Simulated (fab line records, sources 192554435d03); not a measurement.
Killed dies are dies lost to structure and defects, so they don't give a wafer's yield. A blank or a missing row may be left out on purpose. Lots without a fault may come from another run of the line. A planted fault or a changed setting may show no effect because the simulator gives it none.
fab line records | flow n5_finfet
record lots=24 wafers=72 last_day=20
route steps=1938 shown BEOL_M2@865
lots that met no fault: from a run of the same line without faults
start_h: hours from the record's first day to the start of the lot's first wafer shown | wait_h: hours since the lot's step before | " the same as in the row above | L1.1+2: a row that stands for several wafers | - no value, or no start given | * or withheld: withheld | < > ~ a bound
route shown NAME@n: a module of which the file shows steps, and the number in the route of the first | usual: mean/standard deviation of fault-free wafers | same: alike in all rows | chamber/n: place in a boat | sites: the reading at each site | _std_site: their standard deviation | _edge_site: outer sites' mean less inner sites' | radius_mm: how far each site lies from the wafer's centre | mask NAME#n: copy n | behind: the tool/chamber that last shaped the wafer | hold: why the lot was held/for how many hours/how that ended | device: the transistor (n, p or np) that didn't switch | end of line: the same wafers' tests at the end of the route | a step without rows: its recipe alone | killed: dies lost to structure and defects at the first sort, not the wafer's yield | map: a wafer's dies, x killed, . not, _ none there
set.NAME: the setting as run; set.NAME@STEP: as run at that earlier step | model.NAME: the simulator's own value behind a step, which no gauge read
steps of the route over a sample of lots; a table a step, a row a wafer
services: from which hour (start_h, from the record's first day; less than 0 if before it) a tool's chamber was out of use, for how many hours, and why
## steps
# step N5_BEOL_M2_STRIP_19
# recipe chemistry=O2 power_w=400 temp_c=40 pressure_mtorr=30 rf_frequency_hz=6e+07 bias_power_w=0 overash_fraction=0.2 o2_flow_sccm=225
# usual drypump_motor_current_A=5.6/0.51 oes_product_au=0.83/0.078 rf_vpp_V=3.6/0.42 showerhead_plenum_p_Torr=2.13/0.085 throttle_valve_pct=16.62/0.16
# columns lot.wafer tool chamber start_h wait_h drypump_motor_current_A oes_product_au rf_hours_counter_h rf_vpp_V showerhead_plenum_p_Torr throttle_valve_pct
L074.1 rie_diel-03 1 136.00 0.1 6.5 0.90 40 3.5 2.22 16.55
L074.4 " 3 " " 4.8 0.72 193 3.1 2.17 16.93
L074.6 " 3 " " 4.8 0.72 - 3.6 2.17 16.96
L075.1 rie_diel-03 3 146.27 0.2 4.8 0.72 197 3.5 2.17 16.97
L075.4 " 1 " " 6.5 0.88 43 4.0 2.22 16.54
L075.5 " 2 " " 5.3 0.74 - 3.5 1.99 16.76
L076.2 rie_diel-01 0 146.76 0.1 5.7 0.82 82 3.8 2.12 16.55
L076.3 " 3 " " 6.3 0.92 18 3.6 2.06 16.63
L076.5 " 1 " " 5.1 0.91 - 2.9 2.23 16.53
L077.1 rie_diel-03 0 152.27 0.1 5.5 0.68 245 3.2 2.05 16.69
L077.4 " 0 " " 5.5 0.68 - 3.1 2.05 16.69
L077.5 " 3 " " 4.8 0.72 - 3.2 2.17 16.96
L078.1 rie_diel-04 2 152.71 0.1 6.1 0.81 82 4.3 2.13 16.48
L078.4 " 1 " " 5.1 0.91 12 2.8 2.24 16.29
L078.6 " 3 " " 6.0 0.68 - 4.1 1.97 16.94
L079.4 rie_diel-01 0 161.78 0.1 5.7 0.82 88 3.6 2.12 16.56
L079.5 " 3 " " 6.3 0.91 - 3.4 2.06 16.64
L079.6 " 2 " " 5.3 0.94 - 3.2 2.24 16.49
L081.1 rie_diel-04 2 189.08 0.1 6.1 0.79 94 4.7 2.12 16.50
L081.4 " 2 " " 6.1 0.80 - 3.9 2.12 16.49
L081.5 " 0 " " 5.3 0.88 - 3.7 2.05 16.50
L080.2 rie_diel-01 0 189.59 0.1 5.7 0.81 97 2.8 2.11 16.57
L080.3 " 2 " " 5.3 0.92 22 3.7 2.23 16.48
L080.6 " 2 " " 5.3 0.91 - 3.5 2.23 16.49
L083.1 rie_diel-03 1 190.48 0.1 6.5 0.86 65 3.7 2.21 16.58
L083.4 " 0 " " 5.5 0.99 - 3.5 2.05 16.27
L083.6 " 1 " " 6.5 0.87 - 3.7 2.21 16.58
L082.1 rie_diel-01 2 190.68 0.1 5.3 0.92 23 3.4 2.23 16.49
L082.5 " 1 " " 5.1 0.88 - 3.0 2.23 16.55
L082.6 " 0 " " 5.7 0.80 - 3.4 2.11 16.55
L084.2 rie_diel-03 1 196.16 0.2 6.5 0.85 68 4.1 2.21 16.58
L084.3 " 0 " " 5.5 0.97 5 3.4 2.05 16.28
L084.5 " 0 " " 5.5 0.97 - 3.1 2.05 16.29
L085.3 rie_diel-03 0 211.07 0.1 5.5 0.96 11 3.0 2.05 16.28
L085.4 " 3 " " 4.8 0.71 211 3.5 2.16 16.99
L085.5 " 3 " " 4.8 0.71 - 3.9 2.16 16.99
L086.1 rie_diel-03 3 211.81 0.2 4.8 0.72 211 4.1 2.16 16.97
L086.4 " 1 " " 6.5 0.85 74 3.5 2.21 16.59
L086.5 " 2 " " 5.3 0.72 - 3.8 1.98 16.80
L087.4 rie_diel-01 1 220.17 0.1 5.1 0.86 49 3.6 2.22 16.56
L087.5 " 0 " " 5.8 0.79 - 3.7 2.11 16.58
L087.6 " 1 " " 5.1 0.86 - 3.6 2.22 16.55
L089.3 rie_diel-01 1 224.00 0.1 5.1 0.86 50 3.3 2.22 16.57
L089.4 " 0 " " 5.7 0.80 108 3.6 2.11 16.59
L089.6 " 0 " " 5.8 0.79 - 3.7 2.11 16.59
L088.1 rie_diel-01 3 230.48 0.3 6.3 0.86 46 3.2 2.05 16.70
L088.4 " 0 " " 5.7 0.79 110 3.8 2.11 16.60
L088.6 " 3 " " 6.3 0.87 - 4.0 2.05 16.66
L090.1 rie_diel-01 1 242.09 0.1 5.1 0.86 56 3.0 2.22 16.59
L090.5 " 3 " " 6.3 0.87 - 2.8 2.05 16.70
L090.6 " 0 " " 5.7 0.78 - 3.9 2.11 16.61
L091.2 rie_diel-04 0 242.99 0.1 5.3 0.85 62 3.3 2.04 16.54
L091.3 " 1 " " 5.0 0.85 46 3.4 2.22 16.36
L091.4 " 2 " " 6.1 0.78 114 3.6 2.12 16.54
L092.2 rie_diel-01 2 259.96 0.1 5.3 0.88 48 3.4 2.22 16.55
L092.4 " 3 " " 6.3 0.85 58 3.1 2.05 16.71
L092.5 " 3 " " 6.3 0.85 - 4.2 2.05 16.72
L093.2 rie_diel-03 2 261.67 0.1 5.3 0.70 234 3.6 1.98 16.81
L093.3 " 1 " " 6.5 0.84 91 3.5 2.20 16.63
L093.4 " 3 " " 4.9 0.69 230 4.2 2.16 17.01
L094.2 rie_diel-01 3 266.00 0.2 6.3 0.85 59 3.5 2.05 16.70
L094.4 " 1 " " 5.1 0.84 - 3.4 2.22 16.60
L094.5 " 2 " " 5.3 0.86 - 3.4 2.22 16.54
L095.1 rie_diel-01 3 276.42 0.1 6.3 0.84 62 3.4 2.05 16.71
L095.3 " 2 " " 5.3 0.86 52 3.8 2.22 16.56
L095.6 " 0 " " 5.7 0.78 - 4.2 2.11 16.62
L096.2 rie_diel-01 0 284.78 0.1 5.7 0.77 126 3.6 2.10 16.61
L096.4 " 2 " " 5.3 0.86 54 3.5 2.22 16.55
L096.6 " 0 " " 5.7 0.77 - 3.6 2.10 16.62
L097.1 rie_diel-04 3 296.61 0.1 6.1 0.91 34 3.7 2.22 16.57
L097.2 " 0 " " 5.3 0.83 81 3.7 2.03 16.58
L097.5 " 2 " " 6.1 0.77 - 4.1 2.11 16.57
# step N5_BEOL_M2_TRENCH_ETCH_37
# recipe chemistry=C4F6/O2 target_depth_a=555.55 target=SiOC time_s=29.2 ion_energy_ev=250 pressure_mtorr=30 source_w=355 bias_w=185 Ar_flow_sccm=300 C4F6_flow_sccm=10 O2_flow_sccm=10
# usual bias_w=185.0/0.55 drypump_motor_current_A=5.6/0.49 oes_ar_750_au=0.84/0.07 oes_product_au=0.84/0.074 rf_vpp_V=668/7.4 showerhead_plenum_p_Torr=2.90/0.11 throttle_valve_pct=20.79/0.18
# same time_s=29.2
# columns lot.wafer tool chamber start_h wait_h bias_w drypump_motor_current_A oes_ar_750_au oes_product_au rf_hours_counter_h rf_vpp_V showerhead_plenum_p_Torr throttle_valve_pct
L074.1 rie_diel-03 1 - - 185.3 6.5 0.87 0.89 45 674 3.01 20.79
L074.4 " 2 " " 185.0 5.3 0.74 0.74 191 659 2.73 20.99
L074.6 " 3 " " 184.4 4.8 0.72 0.73 - 670 2.94 21.16
L075.1 rie_diel-04 2 - - 185.6 6.1 0.80 0.81 82 659 2.87 20.61
L075.4 " 0 " " 185.7 5.4 0.90 0.91 28 679 2.79 20.75
L075.5 " 3 " " 185.0 6.0 0.70 0.69 - 658 2.70 21.16
L076.2 rie_diel-01 2 - - 185.4 5.3 0.94 0.94 11 671 3.03 20.74
L076.3 " 1 " " 185.4 5.1 0.89 0.90 28 678 3.02 20.79
L076.5 " 0 " " 185.1 5.8 0.81 0.81 - 668 2.87 20.71
L079.4 rie_diel-01 2 - - 184.5 5.3 0.92 0.93 15 672 3.03 20.72
L079.5 " 3 " " 186.3 6.3 0.89 0.89 - 658 2.80 20.89
L079.6 " 2 " " 184.4 5.4 0.92 0.93 - 672 3.03 20.72
L077.1 rie_diel-04 1 - - 185.6 5.0 0.89 0.91 18 668 3.01 20.44
L077.4 " 0 " " 185.0 5.3 0.88 0.90 33 680 2.79 20.76
L077.5 " 2 " " 184.8 6.1 0.81 0.80 - 658 2.87 20.62
L078.1 rie_diel-01 3 - - 184.6 6.3 0.89 0.91 28 658 2.80 20.90
L078.4 " 2 " " 184.6 5.3 0.92 0.92 18 671 3.03 20.75
L078.6 " 2 " " 185.8 5.3 0.92 0.92 - 672 3.03 20.72
L081.1 rie_diel-03 2 - - 185.0 5.3 0.72 0.71 211 661 2.72 21.02
L081.4 " 1 " " 184.0 6.5 0.84 0.85 - 673 3.00 20.82
L081.5 " 2 " " 185.7 5.3 0.72 0.71 - 660 2.72 21.03
L080.2 rie_diel-01 3 - - 185.0 6.3 0.87 0.88 38 659 2.79 20.91
L080.3 " 1 " " 185.3 5.1 0.87 0.86 44 679 3.02 20.82
L080.6 " 0 " " 185.4 5.7 0.79 0.80 - 667 2.86 20.73
L083.1 rie_diel-04 1 - - 184.7 5.1 0.86 0.88 32 667 3.00 20.46
L083.4 " 2 " " 184.1 6.1 0.79 0.80 100 658 2.87 20.64
L083.6 " 2 " " 185.3 6.1 0.79 0.80 - 659 2.87 20.62
L082.1 rie_diel-01 0 - - 185.0 5.7 0.79 0.79 107 668 2.86 20.73
L082.5 " 3 " " 184.9 6.3 0.86 0.87 - 659 2.79 20.91
L082.6 " 2 " " 185.1 5.3 0.89 0.90 - 670 3.02 20.74
L084.2 rie_diel-01 3 - - 184.8 6.3 0.86 0.87 43 657 2.79 20.90
L084.3 " 0 " " 183.8 5.8 0.79 0.78 107 667 2.86 20.71
L084.5 " 3 " " 185.6 6.3 0.86 0.88 - 657 2.79 20.90
L085.3 rie_diel-04 3 - - 185.7 6.0 0.97 0.98 8 670 3.03 20.85
L085.4 " 1 " " 186.3 5.1 0.87 0.87 39 668 3.00 20.48
L085.5 " 2 " " 185.0 6.1 0.78 0.79 - 658 2.86 20.64
L086.1 rie_diel-04 2 - - 185.3 6.1 0.78 0.78 107 658 2.86 20.65
L086.4 " 1 " " 185.2 5.0 0.85 0.85 40 667 3.00 20.47
L086.5 " 0 " " 185.7 5.3 0.86 0.85 - 681 2.78 20.78
L087.4 rie_diel-01 2 - - 184.8 5.3 0.89 0.90 34 670 3.02 20.75
L087.5 " 1 " " 184.8 5.1 0.85 0.86 - 677 3.01 20.82
L087.6 " 2 " " 184.2 5.3 0.88 0.89 - 671 3.02 20.72
L089.3 rie_diel-04 2 - - 185.1 6.1 0.78 0.78 112 658 2.86 20.64
L089.4 " 1 " " 185.0 5.0 0.85 0.85 43 667 3.00 20.46
L089.6 " 3 " " 185.1 6.1 0.95 0.95 - 670 3.03 20.88
L088.1 rie_diel-03 3 - - 184.4 4.8 0.71 0.71 221 671 2.93 21.20
L088.4 " 0 " " 185.6 5.5 0.94 0.93 21 662 2.78 20.48
L088.6 " 0 " " 185.5 5.5 0.93 0.94 - 664 2.78 20.47
L090.1 rie_diel-03 3 - - 184.3 4.8 0.71 0.71 223 671 2.93 21.17
L090.5 " 2 " " 185.5 5.3 0.71 0.70 - 660 2.71 21.04
L090.6 " 3 " " 184.8 4.8 0.71 0.71 - 670 2.93 21.20
L091.2 rie_diel-04 2 - - 186.0 6.1 0.78 0.78 116 659 2.86 20.66
L091.3 " 1 " " 185.2 5.0 0.85 0.84 47 667 2.99 20.49
L091.4 " 0 " " 185.2 5.4 0.84 0.84 63 680 2.78 20.79
L092.2 rie_diel-04 3 - - 184.7 6.0 0.92 0.94 23 669 3.03 20.87
L092.4 " 1 " " 184.2 5.1 0.83 0.83 54 667 2.99 20.51
L092.5 " 3 " " 183.8 6.1 0.92 0.94 - 669 3.03 20.89
L093.2 rie_diel-01 3 - - 186.0 6.3 0.84 0.84 60 656 2.78 20.95
L093.3 " 1 " " 184.9 5.1 0.85 0.84 66 676 3.01 20.86
L093.4 " 2 " " 184.7 5.3 0.85 0.86 50 671 3.01 20.77
L094.2 rie_diel-01 0 - - 184.8 5.8 0.77 0.78 123 669 2.85 20.75
L094.4 " 1 " " 184.7 5.1 0.84 0.84 67 676 3.01 20.85
L094.5 " 1 " " 184.8 5.1 0.84 0.84 - 677 3.01 20.85
L095.1 rie_diel-04 3 - - 184.5 6.1 0.91 0.91 32 669 3.02 20.91
L095.3 " 0 " " 185.8 5.3 0.82 0.83 79 681 2.77 20.81
L095.6 " 0 " " 184.9 5.3 0.82 0.84 - 682 2.77 20.81
L096.2 rie_diel-03 2 - - 184.5 5.3 0.70 0.69 246 659 2.70 21.07
L096.4 " 1 " " 184.9 6.5 0.80 0.81 102 672 2.98 20.89
L096.6 " 1 " " 184.7 6.5 0.80 0.81 - 673 2.98 20.87
L097.1 rie_diel-01 1 - - 183.9 5.1 0.82 0.82 79 678 3.00 20.87
L097.2 " 0 " " 185.6 5.7 0.77 0.76 134 667 2.85 20.77
L097.5 " 2 " " 184.4 5.4 0.83 0.84 - 672 3.00 20.77
# step N5_BEOL_M2_OCD_MEAS_38
# usual trench_depth_nm=55.8/0.75
# columns lot.wafer tool chamber start_h wait_h trench_depth_nm
L074.1 ocd-01 - 151.11 - 56.8
L074.4 " - " " 56.0
L074.6 " - " " 55.3
L075.1 ocd-02 - 151.71 - 56.3
L075.4 " - " " 55.7
L075.5 " - " " 54.5
L076.2 ocd-01 - 155.94 - 56.4
L076.3 " - " " 56.3
L076.5 " - " " 55.6
L079.4 ocd-01 - 171.63 - 56.7
L079.5 " - " " 55.7
L079.6 " - " " 56.6
L077.1 ocd-01 - 171.66 - 56.0
L077.4 " - " " 56.0
L077.5 " - " " 56.1
L078.1 ocd-02 - 179.53 - 56.8
L078.4 " - " " 55.8
L078.6 " - " " 56.7
L081.1 ocd-02 - 195.73 - 54.8
L081.4 " - " " 56.2
L081.5 " - " " 55.2
L080.2 ocd-01 - 201.07 - 56.8
L080.3 " - " " 55.8
L080.6 " - " " 55.7
L083.1 ocd-02 - 201.26 - 55.6
L083.4 " - " " 56.7
L083.6 " - " " 56.5
L082.1 ocd-01 - 218.03 - 55.3
L082.5 " - " " 56.2
L082.6 " - " " 56.3
L084.2 ocd-01 - 222.31 - 56.5
L084.3 " - " " 54.7
L084.5 " - " " 56.2
L085.3 ocd-01 - 225.66 - 57.4
L085.4 " - " " 55.8
L085.5 " - " " 56.4
L086.1 ocd-01 - 226.14 - 55.7
L086.4 " - " " 54.5
L086.5 " - " " 54.3
L087.4 ocd-01 - 226.42 - 55.9
L087.5 " - " " 55.6
L087.6 " - " " 56.3
L089.3 ocd-01 - 235.70 - 55.9
L089.4 " - " " 55.1
L089.6 " - " " 57.1
L088.1 ocd-01 - 241.21 - 55.0
L088.4 " - " " 55.8
L088.6 " - " " 56.0
L090.1 ocd-01 - 246.17 - 54.4
L090.5 " - " " 54.9
L090.6 " - " " 54.6
L091.2 ocd-01 - 246.24 - 55.4
L091.3 " - " " 56.0
L091.4 " - " " 55.5
L092.2 ocd-01 - 264.87 - 57.3
L092.4 " - " " 54.9
L092.5 " - " " 56.7
L093.2 ocd-02 - 269.02 - 56.3
L093.3 " - " " 56.2
L093.4 " - " " 55.9
L094.2 ocd-01 - 274.34 - 55.4
L094.4 " - " " 55.8
L094.5 " - " " 55.9
L095.1 ocd-01 - 291.81 - 56.7
L095.3 " - " " 55.8
L095.6 " - " " 55.0
L096.2 ocd-02 - 301.04 - 54.0
L096.4 " - " " 56.0
L096.6 " - " " 54.9
L097.1 ocd-01 - 310.03 - 56.1
L097.2 " - " " 55.8
L097.5 " - " " 55.4
# step N5_BEOL_M2_SPUTTER_90
# recipe material=Cu target_thk_a=45 temp_c=-20 chamber_pressure_pa=0.07 power_w=withheld time_s=8.29
# usual chuck_sensor_temp_C=-15.8/0.6 throttle_valve_pct=30.4/0.62
# same time_s=8.29
# columns lot.wafer tool chamber start_h wait_h chuck_sensor_temp_C throttle_valve_pct
L074.1 pvd_sputter-02 - 153.17 0.1 -15.7 30.2
L074.4 " - " " -15.7 31.0
L074.6 " - " " -15.4 30.0
L075.1 pvd_sputter-03 - 155.27 0.1 -16.2 30.6
L075.4 " - " " -15.8 29.7
L075.5 " - " " -14.7 30.3
L076.2 pvd_sputter-01 - 158.36 0.1 -16.4 31.5
L076.3 " - " " -14.9 30.8
L076.5 " - " " -16.2 31.6
L079.4 pvd_sputter-01 - 174.02 0.1 -14.9 30.8
L079.5 " - " " -16.7 31.3
L079.6 " - " " -14.7 30.7
L077.1 pvd_sputter-03 - 175.80 0.1 -16.5 30.3
L077.4 " - " " -16.1 30.8
L077.5 " - " " -14.8 30.0
L078.1 pvd_sputter-02 - 181.96 0.1 -15.5 30.4
L078.4 " - " " -15.5 31.3
L078.6 " - " " -16.2 29.9
L081.1 pvd_sputter-02 - 198.48 0.1 -15.4 30.2
L081.4 " - " " -16.0 29.8
L081.5 " - " " -16.1 29.8
L080.2 pvd_sputter-02 - 203.30 0.1 -15.5 29.8
L080.3 " - " " -15.8 31.0
L080.6 " - " " -15.7 30.1
L083.1 pvd_sputter-03 - 203.68 0.1 -16.4 30.4
L083.4 " - " " -14.9 30.0
L083.6 " - " " -15.8 29.4
L082.1 pvd_sputter-01 - 222.24 0.1 -14.8 31.0
L082.5 " - " " -16.1 31.8
L082.6 " - " " -16.2 30.2
L084.2 pvd_sputter-03 - 224.91 0.1 -16.6 30.2
L084.3 " - " " -16.2 30.3
L084.5 " - " " -16.5 30.3
L085.3 pvd_sputter-02 - 228.01 0.1 -16.2 29.8
L085.4 " - " " -15.5 29.9
L085.5 " - " " -15.4 30.1
L086.1 pvd_sputter-03 - 229.76 0.1 -16.2 30.7
L086.4 " - " " -14.9 30.2
L086.5 " - " " -14.8 30.3
L087.4 pvd_sputter-01 - 229.91 0.1 -16.5 30.3
L087.5 " - " " -17.2 31.5
L087.6 " - " " -14.9 30.8
L089.3 pvd_sputter-02 - 237.95 0.1 -15.4 29.8
L089.4 " - " " -15.7 30.9
L089.6 " - " " -15.5 30.2
L088.1 pvd_sputter-03 - 245.31 0.1 -15.8 29.6
L088.4 " - " " -16.5 30.2
L088.6 " - " " -15.8 29.5
L090.1 pvd_sputter-01 - 248.39 0.1 -14.9 30.9
L090.5 " - " " -16.6 30.1
L090.6 " - " " -15.0 31.0
L091.2 pvd_sputter-03 - 248.91 0.1 -16.6 30.0
L091.3 " - " " -15.8 29.5
L091.4 " - " " -14.9 30.1
L092.2 pvd_sputter-01 - 266.97 0.1 -16.7 31.3
L092.4 " - " " -14.8 30.6
L092.5 " - " " -16.2 31.6
L093.2 pvd_sputter-02 - 271.70 0.1 -15.8 31.2
L093.3 " - " " -16.2 30.0
L093.4 " - " " -15.5 30.1
L094.2 pvd_sputter-02 - 277.73 0.1 -16.0 29.8
L094.4 " - " " -15.7 31.0
L094.5 " - " " -15.4 30.1
L095.1 pvd_sputter-03 - 294.63 0.1 -16.0 31.0
L095.3 " - " " -14.8 30.2
L095.6 " - " " -16.0 30.6
L096.2 pvd_sputter-03 - 303.23 0.1 -14.9 30.0
L096.4 " - " " -16.6 30.2
L096.6 " - " " -16.1 30.5
L097.1 pvd_sputter-03 - 312.82 0.1 -14.6 30.1
L097.2 " - " " -16.0 29.3
L097.5 " - " " -16.6 30.0
# step N5_BEOL_M2_SPUTTER_94
# recipe material=Cu target_thk_a=45 temp_c=-20 chamber_pressure_pa=0.07 power_w=withheld time_s=8.29
# usual chuck_sensor_temp_C=-15.8/0.59 throttle_valve_pct=30.4/0.62
# same time_s=8.29
# columns lot.wafer tool chamber start_h wait_h chuck_sensor_temp_C throttle_valve_pct
L074.1 pvd_sputter-02 - 153.61 0.1 -15.6 29.9
L074.4 " - " " -15.6 31.3
L074.6 " - " " -15.5 30.2
L075.1 pvd_sputter-03 - 155.71 0.1 -16.1 30.7
L075.4 " - " " -15.9 29.6
L075.5 " - " " -14.7 30.2
L076.2 pvd_sputter-01 - 158.80 0.1 -16.0 31.6
L076.3 " - " " -14.7 30.7
L076.5 " - " " -16.2 31.8
L079.4 pvd_sputter-01 - 174.46 0.1 -14.8 31.1
L079.5 " - " " -16.7 31.5
L079.6 " - " " -14.8 31.1
L077.1 pvd_sputter-03 - 176.24 0.1 -16.7 30.0
L077.4 " - " " -16.0 30.6
L077.5 " - " " -14.8 30.4
L078.1 pvd_sputter-02 - 182.40 0.1 -15.4 30.5
L078.4 " - " " -15.8 31.2
L078.6 " - " " -16.1 29.8
L081.1 pvd_sputter-02 - 198.92 0.1 -15.4 30.0
L081.4 " - " " -16.0 29.6
L081.5 " - " " -15.9 29.9
L080.2 pvd_sputter-02 - 203.74 0.1 -15.5 30.0
L080.3 " - " " -15.6 31.2
L080.6 " - " " -15.8 30.1
L083.1 pvd_sputter-03 - 204.12 0.1 -16.4 30.1
L083.4 " - " " -14.8 30.5
L083.6 " - " " -15.7 29.5
L082.1 pvd_sputter-01 - 222.68 0.1 -14.8 30.9
L082.5 " - " " -16.4 32.0
L082.6 " - " " -16.2 30.3
L084.2 pvd_sputter-03 - 225.35 0.1 -16.6 30.0
L084.3 " - " " -16.0 30.6
L084.5 " - " " -16.5 30.2
L085.3 pvd_sputter-02 - 228.45 0.1 -15.9 29.9
L085.4 " - " " -15.5 30.4
L085.5 " - " " -15.4 30.0
L086.1 pvd_sputter-03 - 230.20 0.1 -16.2 30.8
L086.4 " - " " -14.7 30.3
L086.5 " - " " -14.8 30.1
L087.4 pvd_sputter-01 - 230.35 0.1 -16.4 30.5
L087.5 " - " " -16.6 31.5
L087.6 " - " " -14.7 31.1
L089.3 pvd_sputter-02 - 238.39 0.1 -15.4 29.9
L089.4 " - " " -15.6 31.1
L089.6 " - " " -15.4 30.3
L088.1 pvd_sputter-03 - 245.75 0.1 -15.7 29.6
L088.4 " - " " -16.5 30.2
L088.6 " - " " -15.9 29.4
L090.1 pvd_sputter-01 - 248.83 0.1 -14.9 31.1
L090.5 " - " " -16.3 30.4
L090.6 " - " " -14.8 31.0
L091.2 pvd_sputter-03 - 249.35 0.1 -16.6 30.1
L091.3 " - " " -15.7 29.5
L091.4 " - " " -14.7 30.3
L092.2 pvd_sputter-01 - 267.41 0.1 -16.8 31.6
L092.4 " - " " -14.9 30.6
L092.5 " - " " -16.2 31.5
L093.2 pvd_sputter-02 - 272.14 0.1 -15.6 31.0
L093.3 " - " " -16.0 29.7
L093.4 " - " " -15.7 30.1
L094.2 pvd_sputter-02 - 278.17 0.1 -16.1 30.1
L094.4 " - " " -15.6 30.9
L094.5 " - " " -15.6 30.3
L095.1 pvd_sputter-03 - 295.07 0.1 -16.1 30.6
L095.3 " - " " -14.9 30.4
L095.6 " - " " -16.1 30.5
L096.2 pvd_sputter-03 - 303.67 0.1 -14.7 30.2
L096.4 " - " " -16.5 30.3
L096.6 " - " " -16.1 30.7
L097.1 pvd_sputter-03 - 313.26 0.1 -14.7 30.2
L097.2 " - " " -15.8 29.6
L097.5 " - " " -16.5 30.3
# step N5_BEOL_M2_CO_CAP_55
# recipe material=Co target_thk_a=20 temp_c=200 precursor=CCTBA/H2 pressure_torr=30 time_s=102.1
# usual heater_power_w=228/29
# same time_s=102.1
# columns lot.wafer tool chamber start_h wait_h heater_power_w
L074.1 cvd_co-02 2 154.71 0.0 197
L074.4 " 2 " " 198
L074.6 " 2 " " 191
L075.1 cvd_co-02 2 157.19 0.0 194
L075.4 " 2 " " 193
L075.5 " 1 " " 211
L076.2 cvd_co-01 1 159.90 0.0 213
L076.3 " 0 " " 231
L076.5 " 2 " " 221
L079.4 cvd_co-01 2 175.63 0.0 222
L079.5 " 1 " " 218
L079.6 " 0 " " 231
L077.1 cvd_co-01 0 177.32 0.0 238
L077.4 " 1 " " 218
L077.5 " 2 " " 232
L078.1 cvd_co-02 2 183.49 0.0 192
L078.4 " 0 " " 277
L078.6 " 2 " " 193
L081.1 cvd_co-01 1 200.00 0.0 216
L081.4 " 2 " " 227
L081.5 " 1 " " 217
L080.2 cvd_co-02 1 204.82 0.0 212
L080.3 " 2 " " 195
L080.6 " 1 " " 213
L083.1 cvd_co-02 1 205.20 0.0 214
L083.4 " 0 " " 266
L083.6 " 1 " " 207
L082.1 cvd_co-02 2 223.79 0.0 195
L082.5 " 2 " " 198
L082.6 " 0 " " 271
L084.2 cvd_co-02 0 226.86 0.0 276
L084.3 " 1 " " 210
L084.5 " 2 " " 193
L085.3 cvd_co-01 2 230.17 0.0 228
L085.4 " 0 " " 234
L085.5 " 2 " " 231
L086.1 cvd_co-02 1 231.33 0.0 215
L086.4 " 1 " " 216
L086.5 " 2 " " 194
L087.4 cvd_co-01 2 231.47 0.0 220
L087.5 " 1 " " 213
L087.6 " 0 " " 240
L089.3 cvd_co-02 1 239.47 0.0 214
L089.4 " 1 " " 213
L089.6 " 0 " " 272
L088.1 cvd_co-02 2 246.84 0.0 201
L088.4 " 1 " " 208
L088.6 " 2 " " 196
L090.1 cvd_co-02 2 253.12 0.0 194
L090.5 " 2 " " 199
L090.6 " 1 " " 217
L091.2 cvd_co-02 0 253.34 0.0 269
L091.3 " 1 " " 213
L091.4 " 2 " " 196
L092.2 cvd_co-02 0 271.16 0.0 273
L092.4 " 1 " " 210
L092.5 " 0 " " 267
L093.2 cvd_co-02 1 275.29 0.0 206
L093.3 " 1 " " 212
L093.4 " 0 " " 265
L094.2 cvd_co-02 0 279.27 0.0 268
L094.4 " 0 " " 275
L094.5 " 1 " " 217
L095.1 cvd_co-02 1 296.84 0.0 210
L095.3 " 2 " " 193
L095.6 " 1 " " 212
L096.2 cvd_co-02 0 304.81 0.0 277
L096.4 " 2 " " 203
L096.6 " 0 " " 273
L097.1 cvd_co-01 2 314.44 0.0 228
L097.2 " 0 " " 237
L097.5 " 1 " " 204
## services
# columns tool chamber start_h hours kind
pvd_sputter-01 - 115.28 5.0 repair
rie_diel-01 - 129.43 10.9 repair
pvd_sputter-01 - 137.31 1.3 repair
rie_diel-04 3 138.33 9.4 repair
rie_diel-01 2 143.52 8.2 repair
cvd_co-02 1 151.27 3.5 repair
cvd_co-01 - 155.57 2.8 repair
cvd_co-02 - 158.58 2.4 repair
pvd_sputter-03 - 164.50 2.8 repair
rie_diel-03 0 165.44 - clean
rie_diel-03 0 165.44 - consumable_replace:focus_ring
rie_diel-03 0 165.44 20.8 scheduled_down
rie_diel-03 0 165.44 20.8 vent_cycle
cvd_co-02 - 179.15 2.8 repair
rie_diel-04 3 182.81 - clean
rie_diel-04 3 182.81 - consumable_replace:focus_ring
rie_diel-04 3 182.81 - consumable_replace:showerhead
cvd_co-01 - 210.62 0.6 repair
cvd_co-01 - 239.13 65.6 repair
rie_diel-01 0 264.71 3.7 repair
cvd_co-02 2 266.37 19.5 repair
rie_diel-04 1 294.03 23.1 repair
pvd_sputter-02 - 295.39 5.2 repair
cvd_co-01 1 309.33 3.2 repair
## key
fault none
